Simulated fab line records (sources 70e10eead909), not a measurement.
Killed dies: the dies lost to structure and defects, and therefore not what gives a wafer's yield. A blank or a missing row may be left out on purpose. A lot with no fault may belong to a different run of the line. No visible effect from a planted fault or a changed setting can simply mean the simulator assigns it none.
fab line records    flow nand-harc    part 1 of 2: steps 1 to 28 of 42
[record] lots = 5  wafers = 15  last-day = 24
route steps=1159 shown P_ZERO_WELL@39 P_STI@69
lots that met no fault: taken from a fault-free run of the same line
start-h: hours from the record's first day to the start of the lot's first wafer shown    wait-h: time in hours since the lot's previous step    " the same as in the row above    L1.1+2: one row covering several wafers at once    - no value, or no start given    * or withheld: withheld    < > ~ a bound
route shown NAME@n: a module of which the file shows steps, and the number in the route of the first    usual: mean and standard deviation over wafers with no fault    same: alike in all rows    chamber/n: place in a boat    sites: each site's reading    _std_site: their standard deviation    _edge_site: the outer-site mean with the inner-site mean subtracted    radius-mm: how far each site lies from the wafer's centre    mask NAME#n: copy n    behind: tool/chamber where the wafer was last shaped    hold: cause of the lot's hold/its duration in hours/its outcome    device: names the non-switching transistor (n, p or np)    end of line: tests run on the same wafers once the route is complete    a step with no rows: only its recipe    killed: not the wafer's yield, but the dies lost to structure and defects at the first sort    map: the dies of a wafer, with x for killed, . for not killed, _ for no die there
set.NAME: setting as actually run; set.NAME@STEP: the setting as run at that earlier step    model.NAME: the simulator's own value behind a step, which no gauge read
lots at selected steps of the route; one table per step, one row per wafer
services: a tool's chamber out of use, with start hour (start-h, from the record's first day; less than 0 if before it), hours out, and reason
[[steps]]
[step NHARC_P_ZERO_WELL_SOFTBAKE_32]
[recipe] temp-c = 122  time-s = 95
[usual] plate-temp-C = 122.00/0.13
lot.wafer  tool            chamber  start-h  wait-h  plate-temp-C
L077.1     litho-track-05  0        -        -       122.28
L077.5     "               0        "        "       122.01
L077.6     "               0        "        "       121.94
L082.1     litho-track-07  0        -        -       121.82
L082.4     "               0        "        "       121.97
L082.6     "               0        "        "       121.90
L087.1     litho-track-03  0        -        -       121.91
L087.4     "               0        "        "       122.10
L087.6     "               0        "        "       122.09
L090.2     litho-track-07  0        -        -       121.66
L090.3     "               0        "        "       122.05
L090.4     "               0        "        "       121.94
L096.1     litho-track-07  0        -        -       122.18
L096.4     "               0        "        "       122.11
L096.5     "               0        "        "       121.88
[step NHARC_P_ZERO_WELL_EBR_33]
lot.wafer   tool            chamber  start-h  wait-h
L077.1+5+6  litho-track-05  0        -        -
L082.1+4+6  litho-track-07  0        -        -
L087.1+4+6  litho-track-03  0        -        -
L090.2+3+4  litho-track-07  0        -        -
L096.1+4+5  litho-track-07  0        -        -
[step NHARC_P_ZERO_WELL_EXPOSE_34]
[recipe] na = 0.6  target-cd-nm = 720  dose-mj = 22.31  mask-id = P_PWELL
[usual] exposure-dose-mJ-cm2 = 22.306/0.021
lot.wafer  tool            chamber  start-h  wait-h  mask       exposure-dose-mJ-cm2
L077.1     krf-scanner-02  0        33.98    -       P_PWELL#0  22.264
L077.5     "               0        "        "       P_PWELL#0  22.257
L077.6     "               0        "        "       P_PWELL#0  22.308
L082.1     krf-scanner-03  0        64.12    -       P_PWELL#0  22.295
L082.4     "               0        "        "       P_PWELL#0  22.304
L082.6     "               0        "        "       P_PWELL#0  22.314
L087.1     krf-scanner-03  0        93.96    -       P_PWELL#0  22.323
L087.4     "               0        "        "       P_PWELL#0  22.270
L087.6     "               0        "        "       P_PWELL#0  22.295
L090.2     krf-scanner-04  0        111.88   -       P_PWELL#0  22.296
L090.3     "               0        "        "       P_PWELL#0  22.314
L090.4     "               0        "        "       P_PWELL#0  22.297
L096.1     krf-scanner-04  0        148.06   -       P_PWELL#0  22.347
L096.4     "               0        "        "       P_PWELL#0  22.317
L096.5     "               0        "        "       P_PWELL#0  22.307
[step NHARC_P_ZERO_WELL_PEB_35]
[recipe] peb-temp-c = 118  peb-time-s = 85
[usual] plate-temp-C = 118.01/0.15
lot.wafer  tool            chamber  start-h  wait-h  plate-temp-C
L077.1     litho-track-07  0        34.04    0.1     117.83
L077.5     "               0        "        "       118.17
L077.6     "               0        "        "       118.02
L082.1     litho-track-03  0        64.18    0.1     118.26
L082.4     "               0        "        "       117.88
L082.6     "               0        "        "       118.26
L087.1     litho-track-05  0        94.03    0.1     117.97
L087.4     "               0        "        "       117.77
L087.6     "               0        "        "       117.98
L090.2     litho-track-07  0        111.95   0.1     117.94
L090.3     "               0        "        "       117.95
L090.4     "               0        "        "       118.08
L096.1     litho-track-05  0        148.13   0.1     118.00
L096.4     "               0        "        "       118.08
L096.5     "               0        "        "       118.23
[step NHARC_P_ZERO_WELL_DEVELOP_36]
[recipe] time-s = 70
lot.wafer   tool            chamber  start-h  wait-h
L077.1+5+6  litho-track-07  0        -        -
L082.1+4+6  litho-track-03  0        -        -
L087.1+4+6  litho-track-05  0        -        -
L090.2+3+4  litho-track-07  0        -        -
L096.1+4+5  litho-track-05  0        -        -
[step NHARC_P_ZERO_WELL_CD_MEAS_37]
[recipe] target-cd-nm = 720  landing-energy-ev = 500
[usual] cd-nm = 720.2/1.2
lot.wafer  tool       chamber  start-h  wait-h  cd-nm
L077.1     cd-sem-03  0        34.13    -       721.0
L077.5     "          0        "        "       718.7
L077.6     "          0        "        "       721.1
L082.1     cd-sem-02  0        64.27    -       722.4
L082.4     "          0        "        "       721.7
L082.6     "          0        "        "       721.6
L087.1     cd-sem-02  0        94.12    -       721.3
L087.4     "          0        "        "       721.6
L087.6     "          0        "        "       720.8
L090.2     cd-sem-01  0        112.04   -       717.4
L090.3     "          0        "        "       718.6
L090.4     "          0        "        "       718.1
L096.1     cd-sem-03  0        148.22   -       719.7
L096.4     "          0        "        "       718.8
L096.5     "          0        "        "       718.7
[step NHARC_P_ZERO_WELL_HARDBAKE_38]
[recipe] temp-c = 125  time-s = 80
[usual] plate-temp-C = 125.00/0.14
lot.wafer  tool            chamber  start-h  wait-h  plate-temp-C
L077.1     litho-track-05  0        34.21    -       125.15
L077.5     "               0        "        "       125.07
L077.6     "               0        "        "       124.94
L082.1     litho-track-03  0        64.35    -       125.08
L082.4     "               0        "        "       124.96
L082.6     "               0        "        "       125.20
L087.1     litho-track-05  0        94.21    -       125.04
L087.4     "               0        "        "       125.05
L087.6     "               0        "        "       125.14
L090.2     litho-track-03  0        112.12   -       124.77
L090.3     "               0        "        "       124.89
L090.4     "               0        "        "       124.80
L096.1     litho-track-05  0        148.30   -       125.11
L096.4     "               0        "        "       125.06
L096.5     "               0        "        "       125.00
[step NHARC_P_ZERO_WELL_DESCUM_39]
[recipe] time-s = 3  o2-flow-sccm = 200  ar-flow-sccm = 0  bias-power-w = 0  chemistry = O2
[usual] drypump-motor-current-A = 5.8/0.48  oes-product-au = 1.001/0.0077  rf-vpp-V = 57.8/0.84  showerhead-plenum-p-Torr = 1.95/0.079  throttle-valve-pct = 11.311/0.0081
lot.wafer  tool         chamber  start-h  wait-h  drypump-motor-current-A  oes-product-au  rf-hours-counter-h  rf-vpp-V  showerhead-plenum-p-Torr  throttle-valve-pct
L077.1     rie-diel-08  2        34.32    -       5.6                      0.986           3.3                 58.0      2.00                      11.303
L077.5     "            0        "        "       6.3                      0.995           -                   57.6      1.88                      11.312
L077.6     "            1        "        "       6.7                      0.997           -                   58.8      2.01                      11.314
L082.4     rie-diel-13  0        64.45    -       6.3                      0.992           10.7                56.6      1.91                      11.303
L082.1     "            2        "        "       5.9                      0.994           9.0                 56.5      1.79                      11.302
L082.6     "            3        "        "       5.8                      1.006           -                   57.2      2.03                      11.321
L087.1     rie-diel-07  0        94.29    -       4.8                      1.006           3.2                 56.5      1.85                      11.314
L087.4     "            1        "        "       5.6                      1.000           2.9                 58.9      2.06                      11.319
L087.6     "            1        "        "       5.6                      1.002           -                   58.1      2.06                      11.308
L090.3     rie-diel-07  2        112.21   -       6.1                      1.004           3.5                 58.4      1.96                      11.317
L090.2     "            3        "        "       5.8                      1.011           3.8                 58.0      1.94                      11.321
L090.4     "            0        "        "       4.8                      1.010           4.3                 57.6      1.85                      11.318
L096.1     rie-diel-13  0        148.38   -       6.3                      1.012           1.7                 57.5      1.91                      11.299
L096.4     "            1        "        "       5.6                      1.001           1.8                 57.8      1.92                      11.313
L096.5     "            0        "        "       6.3                      1.002           -                   58.6      1.91                      11.317
[step NHARC_P_ZERO_WELL_IMPLANT_40]
[recipe] energy-kev = 300  dose-cm2 = 1e+13  tilt-deg = 7
[usual] beam-energy-keV = 300.01/0.1
lot.wafer  tool          chamber  start-h  wait-h  beam-energy-keV
L077.1     implanter-01  0        34.45    0.1     299.88
L077.5     "             0        "        "       300.02
L077.6     "             0        "        "       300.03
L082.1     implanter-01  0        64.58    0.1     300.15
L082.4     "             0        "        "       299.91
L082.6     "             0        "        "       300.07
L087.1     implanter-01  0        94.44    0.1     299.95
L087.4     "             0        "        "       299.94
L087.6     "             0        "        "       299.87
L090.2     implanter-01  0        112.37   0.1     299.86
L090.3     "             0        "        "       299.83
L090.4     "             0        "        "       299.96
L096.1     implanter-02  0        148.52   0.1     299.96
L096.4     "             0        "        "       300.01
L096.5     "             0        "        "       299.90
[step NHARC_P_ZERO_WELL_IMPLANT_59]
[recipe] energy-kev = 120  dose-cm2 = 5e+12  tilt-deg = 7
[usual] beam-energy-keV = 120.00/0.037
lot.wafer  tool          chamber  start-h  wait-h  beam-energy-keV
L077.1     implanter-01  0        34.64    0.2     119.99
L077.5     "             0        "        "       120.01
L077.6     "             0        "        "       120.06
L082.1     implanter-01  0        64.76    0.1     120.03
L082.4     "             0        "        "       119.96
L082.6     "             0        "        "       119.96
L087.1     implanter-01  0        94.62    0.1     119.97
L087.4     "             0        "        "       119.96
L087.6     "             0        "        "       119.94
L090.2     implanter-01  0        112.55   0.1     120.03
L090.3     "             0        "        "       120.04
L090.4     "             0        "        "       120.06
L096.1     implanter-02  0        148.70   0.1     119.98
L096.4     "             0        "        "       119.97
L096.5     "             0        "        "       119.99
[step NHARC_P_ZERO_WELL_IMPLANT_60]
[recipe] energy-kev = 30  dose-cm2 = 2e+12  tilt-deg = 7
[usual] beam-energy-keV = 30.000/0.0099
lot.wafer  tool          chamber  start-h  wait-h  beam-energy-keV
L077.1     implanter-01  0        34.82    0.2     29.998
L077.5     "             0        "        "       29.988
L077.6     "             0        "        "       29.992
L082.1     implanter-01  0        64.94    0.1     29.998
L082.4     "             0        "        "       29.989
L082.6     "             0        "        "       29.998
L087.1     implanter-01  0        94.80    0.2     30.004
L087.4     "             0        "        "       30.007
L087.6     "             0        "        "       30.010
L090.2     implanter-01  0        112.73   0.1     29.988
L090.3     "             0        "        "       30.001
L090.4     "             0        "        "       29.995
L096.1     implanter-02  0        148.88   0.1     30.015
L096.4     "             0        "        "       29.998
L096.5     "             0        "        "       30.001
[step NHARC_P_ZERO_WELL_STRIP_41]
[recipe] time-s = 840  temp-c = 130  chemistry = SPM
[usual] temp-c = 130.00/0.15
lot.wafer  tool          chamber  start-h  wait-h  temp-c
L077.6     wet-bench-06  1        35.03    0.0     129.94
L077.5     "             5        "        "       129.99
L077.1     "             6        "        "       130.00
L082.6     wet-bench-06  1        65.15    0.0     130.19
L082.1     "             2        "        "       129.99
L082.4     "             6        "        "       129.92
L087.4     wet-bench-03  7        95.01    0.1     129.82
L087.1     "             3        "        "       130.08
L087.6     "             4        "        "       129.94
L090.2     wet-bench-06  5        112.94   0.2     129.77
L090.4     "             6        "        "       130.20
L090.3     "             7        "        "       130.09
L096.1     wet-bench-06  4        149.12   0.2     129.76
L096.4     "             5        "        "       129.83
L096.5     "             6        "        "       130.04
[step NHARC_P_ZERO_WELL_DEHYDRATE_44]
[recipe] temp-c = 150  time-s = 120
[usual] plate-temp-C = 149.97/0.16
lot.wafer  tool            chamber  start-h  wait-h  plate-temp-C
L077.1     litho-track-03  0        35.36    -       150.10
L077.5     "               0        "        "       150.10
L077.6     "               0        "        "       150.15
L082.1     litho-track-03  0        65.48    -       150.41
L082.4     "               0        "        "       150.10
L082.6     "               0        "        "       150.04
L087.1     litho-track-07  0        95.35    -       149.66
L087.4     "               0        "        "       149.85
L087.6     "               0        "        "       150.01
L090.2     litho-track-05  0        113.25   -       150.10
L090.3     "               0        "        "       150.05
L090.4     "               0        "        "       150.02
L096.1     litho-track-05  0        149.50   -       149.89
L096.4     "               0        "        "       149.88
L096.5     "               0        "        "       149.93
[step NHARC_P_ZERO_WELL_HMDS_45]
[recipe] time-s = 30
lot.wafer   tool            chamber  start-h  wait-h
L077.1+5+6  litho-track-03  0        -        -
L082.1+4+6  litho-track-03  0        -        -
L087.1+4+6  litho-track-07  0        -        -
L090.2+3+4  litho-track-05  0        -        -
L096.1+4+5  litho-track-05  0        -        -
[step NHARC_P_ZERO_WELL_COAT_46]
[recipe] spin-rpm = withheld
lot.wafer   tool            chamber  start-h  wait-h
L077.1+5+6  litho-track-03  0        -        -
L082.1+4+6  litho-track-03  0        -        -
L087.1+4+6  litho-track-07  0        -        -
L090.2+3+4  litho-track-05  0        -        -
L096.1+4+5  litho-track-05  0        -        -
[step NHARC_P_ZERO_WELL_SOFTBAKE_47]
[recipe] temp-c = 122  time-s = 95
[usual] plate-temp-C = 122.02/0.14
lot.wafer  tool            chamber  start-h  wait-h  plate-temp-C
L077.1     litho-track-03  0        -        -       122.07
L077.5     "               0        "        "       122.12
L077.6     "               0        "        "       122.14
L082.1     litho-track-03  0        -        -       121.91
L082.4     "               0        "        "       121.91
L082.6     "               0        "        "       121.78
L087.1     litho-track-07  0        -        -       122.02
L087.4     "               0        "        "       121.78
L087.6     "               0        "        "       122.30
L090.2     litho-track-05  0        -        -       121.94
L090.3     "               0        "        "       122.13
L090.4     "               0        "        "       121.96
L096.1     litho-track-05  0        -        -       122.06
L096.4     "               0        "        "       122.33
L096.5     "               0        "        "       122.10
[step NHARC_P_ZERO_WELL_EBR_48]
lot.wafer   tool            chamber  start-h  wait-h
L077.1+5+6  litho-track-03  0        -        -
L082.1+4+6  litho-track-03  0        -        -
L087.1+4+6  litho-track-07  0        -        -
L090.2+3+4  litho-track-05  0        -        -
L096.1+4+5  litho-track-05  0        -        -
[step NHARC_P_ZERO_WELL_EXPOSE_49]
[recipe] na = 0.6  target-cd-nm = 2000  dose-mj = 22.64  mask-id = P_HVPW
[usual] exposure-dose-mJ-cm2 = 22.637/0.023
lot.wafer  tool            chamber  start-h  wait-h  mask      exposure-dose-mJ-cm2
L077.1     krf-scanner-03  0        35.64    -       P_HVPW#0  22.678
L077.5     "               0        "        "       P_HVPW#0  22.644
L077.6     "               0        "        "       P_HVPW#0  22.630
L082.1     krf-scanner-02  0        65.75    -       P_HVPW#0  22.659
L082.4     "               0        "        "       P_HVPW#0  22.646
L082.6     "               0        "        "       P_HVPW#0  22.677
L087.1     krf-scanner-03  0        95.62    -       P_HVPW#0  22.605
L087.4     "               0        "        "       P_HVPW#0  22.640
L087.6     "               0        "        "       P_HVPW#0  22.619
L090.2     krf-scanner-04  0        113.40   -       P_HVPW#0  22.676
L090.3     "               0        "        "       P_HVPW#0  22.678
L090.4     "               0        "        "       P_HVPW#0  22.648
L096.1     krf-scanner-02  0        149.77   -       P_HVPW#0  22.653
L096.4     "               0        "        "       P_HVPW#0  22.626
L096.5     "               0        "        "       P_HVPW#0  22.651
[step NHARC_P_ZERO_WELL_PEB_50]
[recipe] peb-temp-c = 118  peb-time-s = 85
[usual] plate-temp-C = 118.01/0.12
lot.wafer  tool            chamber  start-h  wait-h  plate-temp-C
L077.1     litho-track-03  0        35.71    0.1     117.77
L077.5     "               0        "        "       117.84
L077.6     "               0        "        "       117.93
L082.1     litho-track-07  0        65.82    0.1     118.11
L082.4     "               0        "        "       117.93
L082.6     "               0        "        "       117.98
L087.1     litho-track-07  0        95.69    0.1     117.99
L087.4     "               0        "        "       117.90
L087.6     "               0        "        "       117.95
L090.2     litho-track-03  0        113.46   0.1     117.99
L090.3     "               0        "        "       118.05
L090.4     "               0        "        "       118.00
L096.1     litho-track-05  0        149.84   0.1     118.29
L096.4     "               0        "        "       118.04
L096.5     "               0        "        "       118.34
[step NHARC_P_ZERO_WELL_DEVELOP_51]
[recipe] time-s = 70
lot.wafer   tool            chamber  start-h  wait-h
L077.1+5+6  litho-track-03  0        -        -
L082.1+4+6  litho-track-07  0        -        -
L087.1+4+6  litho-track-07  0        -        -
L090.2+3+4  litho-track-03  0        -        -
L096.1+4+5  litho-track-05  0        -        -
[step NHARC_P_ZERO_WELL_CD_MEAS_52]
[recipe] target-cd-nm = 2000  landing-energy-ev = 500
[usual] cd-nm = 2000.1/1.3
lot.wafer  tool       chamber  start-h  wait-h  cd-nm
L077.1     cd-sem-03  0        35.80    -       2002.2
L077.5     "          0        "        "       2002.1
L077.6     "          0        "        "       2001.4
L082.1     cd-sem-01  0        65.91    -       1999.5
L082.4     "          0        "        "       1998.6
L082.6     "          0        "        "       1998.8
L087.1     cd-sem-01  0        95.78    -       2000.8
L087.4     "          0        "        "       1998.6
L087.6     "          0        "        "       1998.4
L090.2     cd-sem-03  0        113.56   -       1999.7
L090.3     "          0        "        "       1999.6
L090.4     "          0        "        "       2000.3
L096.1     cd-sem-01  0        149.93   -       2000.8
L096.4     "          0        "        "       1999.4
L096.5     "          0        "        "       1999.9
[step NHARC_P_ZERO_WELL_HARDBAKE_53]
[recipe] temp-c = 125  time-s = 80
[usual] plate-temp-C = 125.03/0.12
lot.wafer  tool            chamber  start-h  wait-h  plate-temp-C
L077.1     litho-track-07  0        35.88    -       125.14
L077.5     "               0        "        "       124.91
L077.6     "               0        "        "       125.04
L082.1     litho-track-07  0        65.99    -       125.09
L082.4     "               0        "        "       125.27
L082.6     "               0        "        "       125.07
L087.1     litho-track-05  0        95.86    -       124.97
L087.4     "               0        "        "       124.78
L087.6     "               0        "        "       124.92
L090.2     litho-track-05  0        113.64   -       125.23
L090.3     "               0        "        "       124.92
L090.4     "               0        "        "       125.02
L096.1     litho-track-05  0        150.01   -       124.97
L096.4     "               0        "        "       125.18
L096.5     "               0        "        "       124.99
[step NHARC_P_ZERO_WELL_DESCUM_54]
[recipe] time-s = 3  o2-flow-sccm = 200  ar-flow-sccm = 0  bias-power-w = 0  chemistry = O2
[usual] drypump-motor-current-A = 5.7/0.44  oes-product-au = 1.001/0.0078  rf-vpp-V = 57.9/0.92  showerhead-plenum-p-Torr = 1.94/0.08  throttle-valve-pct = 11.313/0.0096
lot.wafer  tool         chamber  start-h  wait-h  drypump-motor-current-A  oes-product-au  rf-hours-counter-h  rf-vpp-V  showerhead-plenum-p-Torr  throttle-valve-pct
L077.1     rie-diel-07  2        35.99    -       6.1                      0.996           7                   56.9      1.96                      11.310
L077.6     "            0        "        "       4.8                      1.012           -                   57.0      1.85                      11.320
L077.5     "            2        "        "       6.1                      1.010           -                   57.2      1.96                      11.306
L082.1     rie-diel-07  0        66.07    -       4.8                      1.025           1                   58.9      1.85                      11.319
L082.4     "            3        "        "       5.8                      1.005           1                   57.5      1.94                      11.304
L082.6     "            1        "        "       5.6                      1.002           -                   58.6      2.06                      11.315
L087.1     rie-diel-07  0        95.94    -       4.8                      1.008           3                   58.1      1.85                      11.307
L087.4     "            1        "        "       5.6                      1.005           3                   58.7      2.06                      11.322
L087.6     "            0        "        "       4.8                      1.011           -                   56.3      1.85                      11.311
L090.4     rie-diel-13  3        113.72   -       5.8                      1.006           0                   59.1      2.03                      11.323
L090.2     "            0        "        "       6.3                      0.995           0                   57.1      1.91                      11.309
L090.3     "            2        "        "       5.9                      1.004           0                   56.7      1.79                      11.310
L096.4     rie-diel-07  1        150.09   -       5.6                      1.007           5                   59.3      2.06                      11.297
L096.1     "            2        "        "       6.1                      1.002           5                   58.0      1.96                      11.325
L096.5     "            1        "        "       5.6                      1.010           -                   58.6      2.06                      11.302
[step NHARC_P_ZERO_WELL_IMPLANT_55]
[recipe] energy-kev = 180  dose-cm2 = 8e+11  tilt-deg = 7
[usual] beam-energy-keV = 180.01/0.065
lot.wafer  tool          chamber  start-h  wait-h  beam-energy-keV
L077.1     implanter-02  0        36.13    0.1     179.99
L077.5     "             0        "        "       180.09
L077.6     "             0        "        "       180.03
L082.1     implanter-02  0        66.21    0.1     179.91
L082.4     "             0        "        "       180.09
L082.6     "             0        "        "       180.03
L087.1     implanter-01  0        96.08    0.1     179.98
L087.4     "             0        "        "       180.00
L087.6     "             0        "        "       180.07
L090.2     implanter-02  0        113.89   0.2     180.01
L090.3     "             0        "        "       179.97
L090.4     "             0        "        "       179.90
L096.1     implanter-01  0        150.23   0.1     179.98
L096.4     "             0        "        "       180.07
L096.5     "             0        "        "       179.99
[step NHARC_P_ZERO_WELL_IMPLANT_61]
[recipe] energy-kev = 30  dose-cm2 = 5e+11  tilt-deg = 7
[usual] beam-energy-keV = 30.000/0.0094
lot.wafer  tool          chamber  start-h  wait-h  beam-energy-keV
L077.1     implanter-02  0        36.31    0.2     29.992
L077.5     "             0        "        "       30.003
L077.6     "             0        "        "       30.011
L082.1     implanter-02  0        66.39    0.1     30.015
L082.4     "             0        "        "       29.988
L082.6     "             0        "        "       29.995
L087.1     implanter-01  0        96.27    0.2     30.008
L087.4     "             0        "        "       29.995
L087.6     "             0        "        "       30.000
L090.2     implanter-02  0        114.07   0.1     30.009
L090.3     "             0        "        "       29.975
L090.4     "             0        "        "       29.991
L096.1     implanter-01  0        150.41   0.1     30.009
L096.4     "             0        "        "       30.011
L096.5     "             0        "        "       29.997
[step NHARC_P_ZERO_WELL_STRIP_56]
[recipe] time-s = 840  temp-c = 130  chemistry = SPM
[usual] temp-c = 129.99/0.13
lot.wafer  tool          chamber  start-h  wait-h  temp-c
L077.6     wet-bench-09  0        36.54    0.0     129.94
L077.1     "             3        "        "       129.71
L077.5     "             4        "        "       130.00
L082.6     wet-bench-09  4        66.62    0.0     129.89
L082.1     "             5        "        "       130.22
L082.4     "             6        "        "       130.10
L087.4     wet-bench-06  2        96.48    0.1     129.94
L087.6     "             4        "        "       130.07
L087.1     "             6        "        "       130.23
L090.4     wet-bench-06  6        114.25   0.1     129.84
L090.3     "             7        "        "       129.93
L090.2     "             1        "        "       130.14
L096.4     wet-bench-09  0        150.62   0.1     129.87
L096.5     "             1        "        "       130.10
L096.1     "             3        "        "       129.93
[step NHARC_P_ZERO_WELL_PRECLEAN_68]
[recipe] time-s = 60  temp-c = 50  bath-age-min = 0  chemistry = SC1
[usual] temp-c = 49.99/0.11
lot.wafer  tool          chamber  start-h  wait-h  temp-c
L077.6     wet-bench-09  0        -        -       50.04
L077.1     "             3        "        "       50.01
L077.5     "             4        "        "       49.96
L082.6     wet-bench-09  4        -        -       49.98
L082.1     "             5        "        "       49.90
L082.4     "             6        "        "       49.93
L087.4     wet-bench-06  2        -        -       49.99
L087.6     "             4        "        "       50.06
L087.1     "             6        "        "       49.70
L090.4     wet-bench-06  6        -        -       50.11
L090.3     "             7        "        "       49.99
L090.2     "             1        "        "       50.12
L096.4     wet-bench-09  0        -        -       49.94
L096.5     "             1        "        "       49.90
L096.1     "             3        "        "       50.22
[step NHARC_P_ZERO_WELL_SRD_69]
lot.wafer   tool          chamber  start-h  wait-h
L077.6+1+5  wet-bench-09  0,3,4    -        -
L082.6+1+4  wet-bench-09  4,5,6    -        -
L087.4+6+1  wet-bench-06  2,4,6    -        -
L090.4+3+2  wet-bench-06  6,7,1    -        -
L096.4+5+1  wet-bench-09  0,1,3    -        -
